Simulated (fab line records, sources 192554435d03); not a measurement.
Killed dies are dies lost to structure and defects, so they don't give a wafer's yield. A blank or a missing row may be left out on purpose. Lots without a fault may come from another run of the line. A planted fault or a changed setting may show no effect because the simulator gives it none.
Split-lot experiment | flow n5_finfet | 7 lots, 21 wafers read, on a route of 1938 steps

THE SPLIT
At N5_BEOL_M0_SAQP_COAT_105 (time 60 s, resist thk 100 nm), the setting spin_rpm was moved away from the recipe's 1500 rpm on 7 of the 21 wafers read, by -6.7% to +8.9%. The other wafers ran this setting at the recipe's value.

The file shows no step between the split and the reading.

THE READING
SOC_of_BEOL_M0_SAQP_COAT_105.thk_nm (the simulator's own value, which no gauge read), in nm, at N5_BEOL_M0_SAQP_ETCH_106 (etches SOC in N2/H2, stops on SiNx, target depth 150 nm). The file gives no usual value for it. The 14 wafers here that ran the recipe average 23.4 nm, standard deviation 1.3 nm.

wafer  | tool, chamber at the split | spin_rpm as run, rpm | against the recipe | SOC_of_BEOL_M0_SAQP_COAT_105.thk_nm, nm | against lot-mates on the recipe
L076.1 | litho_track-04, 0          | 1634                 | +8.9%              | 19.2                                    | -4.8
L076.4 | litho_track-04, 0          | 1634                 | +8.9%              | 20.6                                    | -3.4
L076.5 | litho_track-04, 0          | 1500                 | recipe             | 24                                      | -
L079.3 | litho_track-02, 0          | 1570                 | +4.7%              | 21                                      | -3.1
L079.4 | litho_track-02, 0          | 1500                 | recipe             | 24                                      | -
L079.6 | litho_track-02, 0          | 1500                 | recipe             | 24.2                                    | -
L080.4 | litho_track-02, 0          | 1500                 | recipe             | 24.6                                    | -
L080.5 | litho_track-02, 0          | 1500                 | recipe             | 24.2                                    | -
L080.6 | litho_track-02, 0          | 1500                 | recipe             | 25.4                                    | -
L084.1 | litho_track-04, 0          | 1500                 | recipe             | 21.2                                    | -
L084.4 | litho_track-04, 0          | 1500                 | recipe             | 21.8                                    | -
L084.5 | litho_track-04, 0          | 1500                 | recipe             | 23                                      | -
L090.1 | litho_track-04, 0          | 1500                 | recipe             | 22.8                                    | -
L090.2 | litho_track-04, 0          | 1500                 | recipe             | 22.4                                    | -
L090.4 | litho_track-04, 0          | 1500                 | recipe             | 21.4                                    | -
L095.1 | litho_track-04, 0          | 1400                 | -6.7%              | 26.8                                    | +3.0
L095.2 | litho_track-04, 0          | 1400                 | -6.7%              | 27.4                                    | +3.6
L095.4 | litho_track-04, 0          | 1500                 | recipe             | 23.8                                    | -
L097.1 | litho_track-01, 0          | 1500                 | recipe             | 24.8                                    | -
L097.5 | litho_track-01, 0          | 1549                 | +3.3%              | 23.6                                    | -1.2
L097.6 | litho_track-01, 0          | 1549                 | +3.3%              | 23.6                                    | -1.2

THE FIT
A straight line over all 21 wafers: SOC_of_BEOL_M0_SAQP_COAT_105.thk_nm changes by -0.431 nm for each +1% of spin_rpm; r = -0.80; the points scatter about the line by 1.2 nm.
The same after taking each lot's own level away (the mean of its wafers on the recipe; 21 wafers): -0.48 nm for each +1%; r = -0.96; scatter 0.55 nm.
On that fit, the largest move of spin_rpm shifts the reading by 4.3 nm.
The lots' own levels span 22.00 to 24.80 nm, that is 2.2 times the standard deviation above.
So the lot-to-lot level blurs the effect unless lot-mates are compared.
Check: with one of the wafers moved furthest among these (+8.9%) left out of the fit, the line predicts -4.05 nm for it against its lot-mates. It came out at -4.8 nm against them.

OTHER SPLITS ON THESE WAFERS
These wafers also went through other splits before the reading. Each is held against what the fit with the lots' levels taken away leaves over:
other split on the same wafers       | wafers away from the commonest value | r with SOC_of_BEOL_M0_SAQP_COAT_105.thk_nm (lot level and that fit taken away)
N5_MOL_CONTACT_COAG_COAT_63 spin_rpm | 5                                    | -0.08

THE WHOLE CHAIN: every reading that the file lists as answering this split, in the file's order
step                     | what it does                                            | reading                                                                              | change (the file's fit)               | r (the file's)
N5_BEOL_M0_SAQP_COAT_105 | time 60 s, resist thk 100 nm                            | SOC_of_BEOL_M0_SAQP_COAT_105.thk_nm (the simulator's own value, which no gauge read) | -0.506 nm for each +1% of the setting | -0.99
N5_BEOL_M0_SAQP_ETCH_106 | etches SOC in N2/H2, stops on SiNx, target depth 150 nm | SOC_of_BEOL_M0_SAQP_COAT_105.thk_nm (the simulator's own value, which no gauge read) | -0.491 nm for each +1% of the setting | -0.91

THE FILE'S OWN FIT
SOC_of_BEOL_M0_SAQP_COAT_105.thk_nm changes by -0.491 nm for each +1% of spin_rpm, r = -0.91.
